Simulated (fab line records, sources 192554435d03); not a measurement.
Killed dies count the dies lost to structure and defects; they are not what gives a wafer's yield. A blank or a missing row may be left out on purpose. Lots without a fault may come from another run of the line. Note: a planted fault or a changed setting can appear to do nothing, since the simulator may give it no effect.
Chamber matching || flow n5Finfet || N5_BEOL_M14_ETCH_68 on rieDiel-06 has 4 sister chambers
The step etches SOC in N2/H2, time 450 s. 14 wafers are shown with their chamber, then 7 later ones without.

WAFERS WITH THEIR CHAMBER
{"wafer": "L077.2", "chamber": 2, "drypumpMotorCurrentA (A)": 5.4, "showerheadPlenumPTorr (Torr)": 2.57, "throttleValvePct (%)": 17.46}
{"wafer": "L077.3", "chamber": 0, "drypumpMotorCurrentA (A)": 5.3, "showerheadPlenumPTorr (Torr)": 2.58, "throttleValvePct (%)": 17.77}
{"wafer": "L077.4", "chamber": 3, "drypumpMotorCurrentA (A)": 4.9, "showerheadPlenumPTorr (Torr)": 2.67, "throttleValvePct (%)": 17.77}
{"wafer": "L075.1", "chamber": 0, "drypumpMotorCurrentA (A)": 5.3, "showerheadPlenumPTorr (Torr)": 2.58, "throttleValvePct (%)": 17.77}
{"wafer": "L075.4", "chamber": 2, "drypumpMotorCurrentA (A)": 5.4, "showerheadPlenumPTorr (Torr)": 2.57, "throttleValvePct (%)": 17.50}
{"wafer": "L075.6", "chamber": 3, "drypumpMotorCurrentA (A)": 4.9, "showerheadPlenumPTorr (Torr)": 2.67, "throttleValvePct (%)": 17.77}
{"wafer": "L083.1", "chamber": 0, "drypumpMotorCurrentA (A)": 5.3, "showerheadPlenumPTorr (Torr)": 2.57, "throttleValvePct (%)": 17.80}
{"wafer": "L083.2", "chamber": 2, "drypumpMotorCurrentA (A)": 5.3, "showerheadPlenumPTorr (Torr)": 2.57, "throttleValvePct (%)": 17.53}
{"wafer": "L083.3", "chamber": 1, "drypumpMotorCurrentA (A)": 5.9, "showerheadPlenumPTorr (Torr)": 2.68, "throttleValvePct (%)": 17.70}
{"wafer": "L090.1", "chamber": 1, "drypumpMotorCurrentA (A)": 5.9, "showerheadPlenumPTorr (Torr)": 2.67, "throttleValvePct (%)": 17.73}
{"wafer": "L090.3", "chamber": 1, "drypumpMotorCurrentA (A)": 5.9, "showerheadPlenumPTorr (Torr)": 2.67, "throttleValvePct (%)": 17.74}
{"wafer": "L090.6", "chamber": 1, "drypumpMotorCurrentA (A)": 5.9, "showerheadPlenumPTorr (Torr)": 2.67, "throttleValvePct (%)": 17.74}
{"wafer": "L088.3", "chamber": 1, "drypumpMotorCurrentA (A)": 5.9, "showerheadPlenumPTorr (Torr)": 2.67, "throttleValvePct (%)": 17.74}
{"wafer": "L088.5", "chamber": 3, "drypumpMotorCurrentA (A)": 4.9, "showerheadPlenumPTorr (Torr)": 2.65, "throttleValvePct (%)": 17.82}

SIGNATURES (means of the wafers above)
{"reading": "drypumpMotorCurrentA", "chamber 0": 5.300, "chamber 1": 5.900, "chamber 2": 5.367, "chamber 3": 4.900, "scatter within a chamber": 0.0258}
{"reading": "showerheadPlenumPTorr", "chamber 0": 2.5767, "chamber 1": 2.6720, "chamber 2": 2.5700, "chamber 3": 2.6633, "scatter within a chamber": 0.00643}
{"reading": "throttleValvePct", "chamber 0": 17.7800, "chamber 1": 17.7300, "chamber 2": 17.4967, "chamber 3": 17.7867, "scatter within a chamber": 0.0244}
Rule: distance of a wafer from a chamber = root of the sum over the readings of ((wafer's reading minus chamber's mean) / reading's scatter) squared. The wafer belongs to the nearest chamber; if the next one is less than 2 further off, it can't be placed. The scatter is the square root of a quotient: the sum, over the shown wafers, of each reading's squared deviation from its chamber's mean, divided by wafers minus chambers.

WAFERS WITHOUT THEIR CHAMBER
{"wafer": "L088.6", "drypumpMotorCurrentA (A)": 5.9, "showerheadPlenumPTorr (Torr)": 2.67, "throttleValvePct (%)": 17.75}
{"wafer": "L095.2", "drypumpMotorCurrentA (A)": 5.4, "showerheadPlenumPTorr (Torr)": 2.56, "throttleValvePct (%)": 17.55}
{"wafer": "L095.4", "drypumpMotorCurrentA (A)": 5.0, "showerheadPlenumPTorr (Torr)": 2.65, "throttleValvePct (%)": 17.85}
{"wafer": "L095.5", "drypumpMotorCurrentA (A)": 5.4, "showerheadPlenumPTorr (Torr)": 2.56, "throttleValvePct (%)": 17.56}
{"wafer": "L096.3", "drypumpMotorCurrentA (A)": 5.0, "showerheadPlenumPTorr (Torr)": 2.65, "throttleValvePct (%)": 17.85}
{"wafer": "L096.4", "drypumpMotorCurrentA (A)": 5.3, "showerheadPlenumPTorr (Torr)": 2.56, "throttleValvePct (%)": 17.83}
{"wafer": "L096.5", "drypumpMotorCurrentA (A)": 5.0, "showerheadPlenumPTorr (Torr)": 2.65, "throttleValvePct (%)": 17.85}

WHICH CHAMBER EACH ONE RAN IN
{"wafer": "L088.6", "from the rows above": 1, "in truth": 1}
{"wafer": "L095.2", "from the rows above": 2, "in truth": 2}
{"wafer": "L095.4", "from the rows above": 3, "in truth": 3}
{"wafer": "L095.5", "from the rows above": 2, "in truth": 2}
{"wafer": "L096.3", "from the rows above": 3, "in truth": 3}
{"wafer": "L096.4", "from the rows above": 0, "in truth": 0}
{"wafer": "L096.5", "from the rows above": 3, "in truth": 3}
Correctly placed: 7 of 7. Number that these rows cannot place: 0. 0 placed wrongly.
